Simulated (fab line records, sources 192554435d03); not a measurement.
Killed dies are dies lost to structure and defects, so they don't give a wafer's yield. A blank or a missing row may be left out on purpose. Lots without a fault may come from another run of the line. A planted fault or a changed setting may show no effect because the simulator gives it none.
Split-lot experiment | flow n5_finfet | 7 lots, 39 wafers read, on a route of 1938 steps

THE SPLIT
At N5_GATE_CUT_ETCH_56 (etches TiN in Cl2/Ar, target depth 21.6 nm), the setting target_depth_a was moved away from the recipe's 216 angstrom on 6 of the 39 wafers read, by +4.4% to +10.7%. The other wafers ran this setting at the recipe's value.

The reading is taken at the split's own step.

THE READING
etch.depth_nm (the simulator's own value, which no gauge read), in nm, at N5_GATE_CUT_ETCH_56 (etches TiN in Cl2/Ar, target depth 21.6 nm). The file gives no usual value for it. The 33 wafers here that ran the recipe average 21.70 nm, standard deviation 0.37 nm.

wafer  | tool, chamber at the split | target_depth_a as run, angstrom | against the recipe | etch.depth_nm, nm | against lot-mates on the recipe
L076.1 | rie_metal-02, 0            | 239.1                           | +10.7%             | 23.72             | +2.47
L076.2 | rie_metal-02, 1            | 216                             | recipe             | 20.92             | -
L076.3 | rie_metal-02, 1            | 239.1                           | +10.7%             | 23.25             | +2.00
L076.4 | rie_metal-02, 0            | 216                             | recipe             | 21.35             | -
L076.5 | rie_metal-02, 1            | 239.1                           | +10.7%             | 23.05             | +1.80
L076.6 | rie_metal-02, 0            | 216                             | recipe             | 21.48             | -
L081.1 | rie_metal-01, 0            | 216                             | recipe             | 21.9              | -
L081.4 | rie_metal-01, 0            | 216                             | recipe             | 21.91             | -
L081.5 | rie_metal-01, 0            | 216                             | recipe             | 22.25             | -
L083.1 | rie_metal-01, 1            | 216                             | recipe             | 22.08             | -
L083.2 | rie_metal-01, 0            | 216                             | recipe             | 21.83             | -
L083.3 | rie_metal-01, 1            | 216                             | recipe             | 21.97             | -
L083.4 | rie_metal-01, 0            | 216                             | recipe             | 22.01             | -
L083.5 | rie_metal-01, 1            | 216                             | recipe             | 21.73             | -
L083.6 | rie_metal-01, 0            | 216                             | recipe             | 21.87             | -
L084.1 | rie_metal-01, 1            | 216                             | recipe             | 21.73             | -
L084.2 | rie_metal-01, 0            | 216                             | recipe             | 21.83             | -
L084.3 | rie_metal-01, 1            | 216                             | recipe             | 21.75             | -
L084.4 | rie_metal-01, 0            | 216                             | recipe             | 21.95             | -
L084.5 | rie_metal-01, 1            | 216                             | recipe             | 21.68             | -
L084.6 | rie_metal-01, 0            | 216                             | recipe             | 21.84             | -
L085.1 | rie_metal-02, 1            | 216                             | recipe             | 21.02             | -
L085.2 | rie_metal-02, 0            | 216                             | recipe             | 21.3              | -
L085.3 | rie_metal-02, 0            | 216                             | recipe             | 21.35             | -
L085.4 | rie_metal-02, 1            | 216                             | recipe             | 20.99             | -
L085.5 | rie_metal-02, 1            | 216                             | recipe             | 21.04             | -
L085.6 | rie_metal-02, 0            | 216                             | recipe             | 21.36             | -
L087.1 | rie_metal-01, 1            | 225.6                           | +4.4%              | 22.67             | +0.83
L087.2 | rie_metal-01, 0            | 216                             | recipe             | 21.76             | -
L087.3 | rie_metal-01, 1            | 216                             | recipe             | 21.91             | -
L087.4 | rie_metal-01, 0            | 225.6                           | +4.4%              | 22.77             | +0.93
L087.5 | rie_metal-01, 1            | 225.6                           | +4.4%              | 22.84             | +1.00
L087.6 | rie_metal-01, 0            | 216                             | recipe             | 21.85             | -
L095.1 | rie_metal-03, 1            | 216                             | recipe             | 22.28             | -
L095.3 | rie_metal-03, 1            | 216                             | recipe             | 22.28             | -
L095.2 | rie_metal-03, 0            | 216                             | recipe             | 21.55             | -
L095.4 | rie_metal-03, 0            | 216                             | recipe             | 21.55             | -
L095.5 | rie_metal-03, 0            | 216                             | recipe             | 21.54             | -
L095.6 | rie_metal-03, 1            | 216                             | recipe             | 22.19             | -

THE FIT
A straight line over all 39 wafers: etch.depth_nm changes by +0.164 nm for each +1% of target_depth_a; r = +0.81; the points scatter about the line by 0.37 nm.
The same after taking each lot's own level away (the mean of its wafers on the recipe; 39 wafers): +0.197 nm for each +1%; r = +0.95; scatter 0.2 nm.
On that fit, the largest move of target_depth_a shifts the reading by 2.1 nm.
The lots' own levels span 21.177 to 22.020 nm, that is 2.3 times the standard deviation above.
So the lot-to-lot level changes the slope: the two fits differ.
Check: with one of the wafers moved furthest among these (+10.7%) left out of the fit, the line predicts +1.96 nm for it against its lot-mates. It came out at +2.47 nm against them.

OTHER SPLITS ON THESE WAFERS
These wafers also went through other splits before the reading. Each is held against what the fit with the lots' levels taken away leaves over:
other split on the same wafers       | wafers away from the commonest value | r with etch.depth_nm (lot level and that fit taken away)
N5_DUMMY_GATE_HM_DEP_06 target_thk_a | 30                                   | +0.00
N5_DUMMY_GATE_EXPOSE_12 dose_mj      | 12                                   | -0.18
N5_DUMMY_GATE_ETCH_32 time_s         | 15                                   | +0.13
N5_DUMMY_GATE_ETCH_44 target_depth_a | 12                                   | +0.01

THE FILE'S OWN FIT
etch.depth_nm changes by +0.197 nm for each +1% of target_depth_a, r = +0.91.
